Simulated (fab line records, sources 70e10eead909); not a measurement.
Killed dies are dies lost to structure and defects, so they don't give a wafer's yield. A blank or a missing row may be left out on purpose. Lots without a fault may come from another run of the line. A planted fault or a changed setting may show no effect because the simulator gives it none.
Chamber matching | flow nand_harc | NHARC_A_STAIRCASE_DESCUM_11 on rie_diel-01: 4 sister chambers
The step chemistry O2, time 3 s. 4 wafers are shown with their chamber, then 11 later ones without.

WAFERS WITH THEIR CHAMBER
wafer  | chamber | drypump_motor_current_A (A)
L088.1 | 0       | 4.7
L088.4 | 2       | 5.9
L088.5 | 1       | 6.1
L088.2 | 3       | 5.6

WAFERS WITHOUT THEIR CHAMBER
wafer  | drypump_motor_current_A (A)
L088.3 | 6.1
L088.6 | 4.7
L090.1 | 5.6
L090.3 | 5.9
L090.5 | 5.8
L093.1 | 5.7
L093.2 | 4.7
L093.5 | 6.1
L096.2 | 6.1
L096.4 | 5.7
L096.6 | 6.0

WHICH CHAMBER EACH WENT THROUGH
wafer  | from the rows above     | in truth
L088.3 | 1                       | 1
L088.6 | 0                       | 0
L090.1 | 3                       | 3
L090.3 | 2                       | 2
L090.5 | can't be placed: 2 or 3 | 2
L093.1 | can't be placed: 3 or 2 | 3
L093.2 | 0                       | 0
L093.5 | 1                       | 1
L096.2 | 1                       | 1
L096.4 | can't be placed: 3 or 2 | 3
L096.6 | can't be placed: 1 or 2 | 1
Placed correctly: 7 of 11. Can't be placed from these rows: 4 (the true chamber is among the candidates in 4). Placed wrongly: 0.
How it was worked out, from the rows above alone: a wafer's distance from a chamber is the root of the sum, over the readings, of the square of ((its reading less the chamber's mean) divided by the reading's scatter). The wafer belongs to the nearest chamber; if the next one is less than 2 further off, it can't be placed. A chamber's mean is the mean of its shown wafers. The scatter: with one shown wafer a chamber, the root of the mean of the squares of how far each hidden wafer lies from its nearest shown one.
